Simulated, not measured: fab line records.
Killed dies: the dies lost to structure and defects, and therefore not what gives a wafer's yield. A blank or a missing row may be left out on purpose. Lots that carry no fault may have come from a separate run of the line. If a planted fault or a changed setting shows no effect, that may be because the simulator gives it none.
Matching of chambers | flow nand-harc | cmp-03 running NHARC_A_STAIRCASE_CMP_472: 4 sister chambers
The step polishes SiO2. 4 wafers are shown with their chamber, then 12 later ones without.

== WAFERS PAIRED WITH THEIR CHAMBERS ==
wafer  | chamber | motor-current-A (A)
L087.5 | 1       | 11.6
L087.6 | 2       | 11.1
L088.5 | 0       | 11.2
L088.6 | 3       | 11.7

== WAFERS MISSING THEIR CHAMBER ==
wafer  | motor-current-A (A)
L090.1 | 11.4
L090.2 | 11.1
L090.5 | 11.6
L091.2 | 11.3
L091.3 | 11.6
L091.5 | 11.1
L096.2 | 11.2
L096.3 | 12.1
L096.6 | 11.2
L097.3 | 11.6
L097.5 | 11.7
L097.6 | 11.9

== WHICH CHAMBER EACH ONE RAN IN ==
wafer  | from the rows above               | in truth
L090.1 | can't be placed: 1 or 0 or 3 or 2 | 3
L090.2 | can't be placed: 2 or 0           | 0
L090.5 | can't be placed: 1 or 3           | 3
L091.2 | can't be placed: 0 or 2 or 1      | 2
L091.3 | can't be placed: 1 or 3           | 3
L091.5 | can't be placed: 2 or 0           | 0
L096.2 | can't be placed: 0 or 2           | 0
L096.3 | can't be placed: 3 or 1           | 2
L096.6 | can't be placed: 0 or 2           | 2
L097.3 | can't be placed: 1 or 3           | 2
L097.5 | can't be placed: 3 or 1           | 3
L097.6 | can't be placed: 3 or 1           | 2
Correct placement for 0 of the 12. Unplaceable from these rows: 12, with the true chamber sitting among the candidates in 9. Wrongly placed: 0.
How it was worked out, from the rows above alone: a wafer's distance from a chamber is the root of the sum, over the readings, of the square of ((its reading less the chamber's mean) divided by the reading's scatter). The wafer belongs to the nearest chamber; if the next one is less than 2 further off, it can't be placed. Each chamber's mean is taken over the wafers shown for it. The scatter: root of mean squared gap, hidden wafer to nearest shown wafer, with one shown wafer a chamber.
